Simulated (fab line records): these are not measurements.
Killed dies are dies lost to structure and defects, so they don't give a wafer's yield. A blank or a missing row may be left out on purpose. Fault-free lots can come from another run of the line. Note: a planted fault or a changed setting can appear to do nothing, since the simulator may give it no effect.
Which tool did it? + flow nand_harc + at 1 step of a route of 1159, 12 lots with 36 wafers sampled

## WHAT THE GAUGES SHOWED, per wafer
NHARC_P_BONDPAD_INSPECT_23.
| lot  | measured     | on                | raw_defect_count |
|------|--------------|-------------------|------------------|
| L075 | day 6 20:08  | defect_inspect-02 | 437 331 278      |
| L076 | day 7 06:37  | defect_inspect-02 | 542 255 407      |
| L081 | day 8 05:07  | defect_inspect-01 | 302 623 425      |
| L079 | day 8 11:22  | defect_inspect-02 | 319 300 284      |
| L083 | day 8 15:05  | defect_inspect-02 | 414 274 330      |
| L088 | day 9 13:49  | defect_inspect-02 | 255 245 254      |
| L085 | day 9 19:37  | defect_inspect-01 | 243 367 469      |
| L089 | day 10 08:49 | defect_inspect-02 | 260 252 189      |
| L091 | day 10 16:41 | defect_inspect-02 | 409 217 419      |
| L093 | day 11 01:55 | defect_inspect-01 | 254 159 194      |
| L094 | day 11 13:17 | defect_inspect-02 | 288 343 290      |
| L097 | day 12 09:14 | defect_inspect-01 | 814 551 317      |

## EACH LOT AND THE TOOL THAT RAN IT (in order: tool; ch and the chambers of the sampled wafers; start)
Before these readings, the record contains no process step.

## THE ANSWER, worked out from the rows above alone
Rule: the usual values come from the lots themselves. The widest of any qualifying gaps counts: lots, ordered by their means at a reading, are off when they make up no more than a third of the lots, leave a main group of 4 or more, and stand apart from it by 3 or more times the standard deviation of that group's means. A main group is skipped when, at the precision printed for the reading in the tables above, its means are all equal. Also off: a lot with no number at a reading for which 4 or more lots have one. All remaining lots with rows at the step are treated as sound.
None of the lots is off at any reading shown; this tells nothing.

## WHAT THE SIMULATOR PUT IN
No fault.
